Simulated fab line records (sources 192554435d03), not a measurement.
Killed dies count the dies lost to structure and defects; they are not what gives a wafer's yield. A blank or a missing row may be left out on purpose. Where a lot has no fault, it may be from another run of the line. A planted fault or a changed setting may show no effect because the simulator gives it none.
Split-lot experiment ; flow n5 finfet ; on a route of 1938 steps: 7 lots, 21 wafers read

## ON THE SPLIT
At N5_BEOL_M10_COAT_05 (resist thk 90 nm), the setting spin rpm was moved away from the recipe's 1500 rpm on 8 of the 21 wafers read, by -7.0% to +5.7%. All remaining wafers had this setting at the recipe value.

## FROM THE SPLIT TO THE READING: what the file shows between them, 4 steps
- N5_BEOL_M10_EBR_07
- N5_BEOL_M10_SOFTBAKE_06: time 60 s
- N5_BEOL_M10_EXPOSE_08: exposes mask M10
- N5_BEOL_M10_PEB_09: peb time 60 s

## THE READING
CAR-ArF_of_BEOL_M10_COAT_05.thk nm (the simulator's own value, which no gauge read), in nm, at N5_BEOL_M10_DEVELOP_10 (develop time 30 s). There is no usual value for it anywhere in the file. Here, 13 wafers ran the recipe; their average is 88.5 nm with a standard deviation of 0.2 nm.

wafer;tool, chamber at the split;spin rpm as run, rpm;against the recipe;CAR-ArF_of_BEOL_M10_COAT_05.thk nm, nm;against lot-mates on the recipe
L074.1;litho track-04, 0;1500;recipe;88.6;-
L074.3;litho track-04, 0;1585;+5.7%;85.6;-3.0
L074.5;litho track-04, 0;1585;+5.7%;86.2;-2.4
L083.2;litho track-02, 0;1500;recipe;88.8;-
L083.4;litho track-02, 0;1586;+5.7%;86;-2.7
L083.5;litho track-02, 0;1500;recipe;88.6;-
L087.2;litho track-03, 0;1395;-7.0%;91.6;+3.2
L087.3;litho track-03, 0;1500;recipe;88.4;-
L087.5;litho track-03, 0;1395;-7.0%;91.4;+3.0
L086.4;litho track-03, 0;1500;recipe;88.4;-
L086.6;litho track-03, 0;1500;recipe;88.4;-
L086.5;litho track-03, 0;1439;-4.1%;90.6;+2.2
L091.1;litho track-02, 0;1500;recipe;88;-
L091.3;litho track-02, 0;1436;-4.3%;90.2;+2.2
L091.4;litho track-02, 0;1436;-4.3%;90.4;+2.4
L093.2;litho track-04, 0;1500;recipe;88.6;-
L093.6;litho track-04, 0;1500;recipe;88.6;-
L093.5;litho track-04, 0;1500;recipe;88.4;-
L097.1;litho track-04, 0;1500;recipe;88.4;-
L097.2;litho track-04, 0;1500;recipe;88.6;-
L097.6;litho track-04, 0;1500;recipe;88.2;-

THE FIT
A straight line over all 21 wafers: CAR-ArF_of_BEOL_M10_COAT_05.thk nm changes by -0.444 nm for each +1% of spin rpm; r = -0.99; the points scatter about the line by 0.21 nm.
The same after taking each lot's own level away (the mean of its wafers on the recipe; 21 wafers): -0.475 nm for each +1%; r = -0.99; scatter 0.19 nm.
Per that fit: largest spin rpm move, reading shift of 3.3 nm.
Measured against the standard deviation above, the lots' own levels, which go from 88.00 to 88.70 nm, span 3.5 times it.
So the lot-to-lot level changes the slope little: the two slopes agree.
Check: with one of the wafers moved furthest among these (-7.0%) left out of the fit, the line predicts +3.39 nm for it against its lot-mates. It came out at +3.2 nm against them.

## ADDITIONAL SPLITS CARRIED BY THESE WAFERS
These wafers also went through other splits before the reading. Each is held against what the fit with the lots' levels taken away leaves over:
other split on the same wafers;wafers away from the commonest value;r with CAR-ArF_of_BEOL_M10_COAT_05.thk nm (lot level and that fit taken away)
N5_BEOL_M7_DESCUM_33 time s;3;+0.03
N5_BEOL_M8_TRENCH_ETCH_37 time s;8;+0.39
N5_BEOL_M8_ALD_77 purge time s;9;+0.45
N5_BEOL_M9_COAT_05 spin rpm;10;-0.31
N5_BEOL_M9_ETCH_61 source w;7;-0.11
N5_BEOL_M10_HM_DEP_02 target thk a;4;-0.11

## THE WHOLE CHAIN: every reading that the file lists as answering this split, in the file's order
step;what it does;reading;change (the file's fit);r (the file's)
N5_BEOL_M10_COAT_05;resist thk 90 nm;CAR-ArF_of_BEOL_M10_COAT_05.thk nm (the simulator's own value, which no gauge read);-0.47 nm for each +1% of the setting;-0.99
N5_BEOL_M10_DEVELOP_10;develop time 30 s;CAR-ArF_of_BEOL_M10_COAT_05.thk nm (the simulator's own value, which no gauge read);-0.479 nm for each +1% of the setting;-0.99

## THE FILE'S OWN FIT
CAR-ArF_of_BEOL_M10_COAT_05.thk nm changes by -0.479 nm for each +1% of spin rpm, r = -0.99.
